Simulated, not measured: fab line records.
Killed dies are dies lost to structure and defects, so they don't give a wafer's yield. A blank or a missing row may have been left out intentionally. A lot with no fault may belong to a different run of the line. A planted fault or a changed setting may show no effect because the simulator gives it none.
Chamber matching / flow n5 finfet / rie diel-04 running N5_BEOL_M6_ETCH_72: 4 sister chambers
The step etches underlayer in N2/H2, target depth 6.5 nm, time 5.2 s. 4 wafers are shown with their chamber, then 10 later ones without.

EACH WAFER AND ITS CHAMBER
wafer=L085.6; chamber=1; showerhead plenum p Torr (Torr)=2.42
wafer=L088.6; chamber=0; showerhead plenum p Torr (Torr)=2.55
wafer=L091.1; chamber=2; showerhead plenum p Torr (Torr)=2.56
wafer=L091.4; chamber=3; showerhead plenum p Torr (Torr)=2.41

WAFERS WITHOUT THEIR CHAMBER
wafer=L091.5; showerhead plenum p Torr (Torr)=2.41
wafer=L096.2; showerhead plenum p Torr (Torr)=2.40
wafer=L096.3; showerhead plenum p Torr (Torr)=2.55
wafer=L096.4; showerhead plenum p Torr (Torr)=2.40
wafer=L095.2; showerhead plenum p Torr (Torr)=2.40
wafer=L095.4; showerhead plenum p Torr (Torr)=2.55
wafer=L095.5; showerhead plenum p Torr (Torr)=2.40
wafer=L097.1; showerhead plenum p Torr (Torr)=2.40
wafer=L097.4; showerhead plenum p Torr (Torr)=2.54
wafer=L097.6; showerhead plenum p Torr (Torr)=2.40

CHAMBER TAKEN BY EACH
wafer=L091.5; from the rows above=can't be placed: 3 or 1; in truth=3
wafer=L096.2; from the rows above=can't be placed: 3 or 1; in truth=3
wafer=L096.3; from the rows above=can't be placed: 0 or 2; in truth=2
wafer=L096.4; from the rows above=can't be placed: 3 or 1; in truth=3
wafer=L095.2; from the rows above=can't be placed: 3 or 1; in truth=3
wafer=L095.4; from the rows above=can't be placed: 0 or 2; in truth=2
wafer=L095.5; from the rows above=can't be placed: 3 or 1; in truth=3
wafer=L097.1; from the rows above=can't be placed: 3 or 1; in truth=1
wafer=L097.4; from the rows above=can't be placed: 0 or 2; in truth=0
wafer=L097.6; from the rows above=can't be placed: 3 or 1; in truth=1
Correct placement for 0 of the 10. Can't be placed from these rows: 10 (the true chamber is among the candidates in 10). Wrongly placed: 0.
How it was worked out, from the rows above alone: a wafer's distance from a chamber is the root of the sum, over the readings, of the square of ((its reading less the chamber's mean) divided by the reading's scatter). If the next closest chamber is less than 2 further off than the closest, the wafer can't be placed; otherwise it belongs to the closest. The mean given for a chamber averages the wafers shown for that chamber. The scatter (one wafer shown for each chamber): square how far every hidden wafer sits from the nearest shown wafer, average those squares and take the square root.
